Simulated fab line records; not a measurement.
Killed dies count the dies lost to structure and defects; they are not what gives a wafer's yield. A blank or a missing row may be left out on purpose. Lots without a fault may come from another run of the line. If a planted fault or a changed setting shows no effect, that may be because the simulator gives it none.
Chamber matching :: flow n5 finfet :: 3 sister chambers for N5_BEOL_M4_DEP_57 on pecvd-02
The step deposits SiCN from 3MS/NH3, target thk 8 nm, time 14 s. 3 wafers are shown with their chamber, then 9 later ones without.

## WAFERS WITH THEIR CHAMBER
wafer: L084.1
chamber: 1
throttle valve pct (%): 8.8

wafer: L084.5
chamber: 2
throttle valve pct (%): 8.8

wafer: L084.6
chamber: 0
throttle valve pct (%): 9.4

## WAFERS MISSING THEIR CHAMBER
wafer: L090.3
throttle valve pct (%): 9.7

wafer: L090.4
throttle valve pct (%): 9.1

wafer: L090.6
throttle valve pct (%): 9.7

wafer: L096.1
throttle valve pct (%): 8.8

wafer: L096.2
throttle valve pct (%): 9.7

wafer: L096.5
throttle valve pct (%): 8.9

wafer: L095.2
throttle valve pct (%): 9.9

wafer: L095.3
throttle valve pct (%): 8.6

wafer: L095.5
throttle valve pct (%): 8.9

## WHICH CHAMBER EACH ONE RAN IN
wafer: L090.3
from the rows above: 0
in truth: 0

wafer: L090.4
from the rows above: can't be placed: 1 or 2 or 0
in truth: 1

wafer: L090.6
from the rows above: 0
in truth: 0

wafer: L096.1
from the rows above: can't be placed: 1 or 2
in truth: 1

wafer: L096.2
from the rows above: 0
in truth: 0

wafer: L096.5
from the rows above: can't be placed: 1 or 2 or 0
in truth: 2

wafer: L095.2
from the rows above: 0
in truth: 0

wafer: L095.3
from the rows above: can't be placed: 1 or 2
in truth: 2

wafer: L095.5
from the rows above: can't be placed: 1 or 2 or 0
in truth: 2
4 of 9 placed correctly. From these rows, 5 cannot be placed; in 5 the true chamber is one of the candidates. Wrongly placed: 0.
How it was worked out, from the rows above alone: a wafer's distance from a chamber is the root of the sum, over the readings, of the square of ((its reading less the chamber's mean) divided by the reading's scatter). The wafer belongs to the nearest chamber; if the next one is less than 2 further off, it can't be placed. For every chamber, the mean is computed from those of its wafers that are shown. The scatter: root of mean squared gap, hidden wafer to nearest shown wafer, with one shown wafer a chamber.
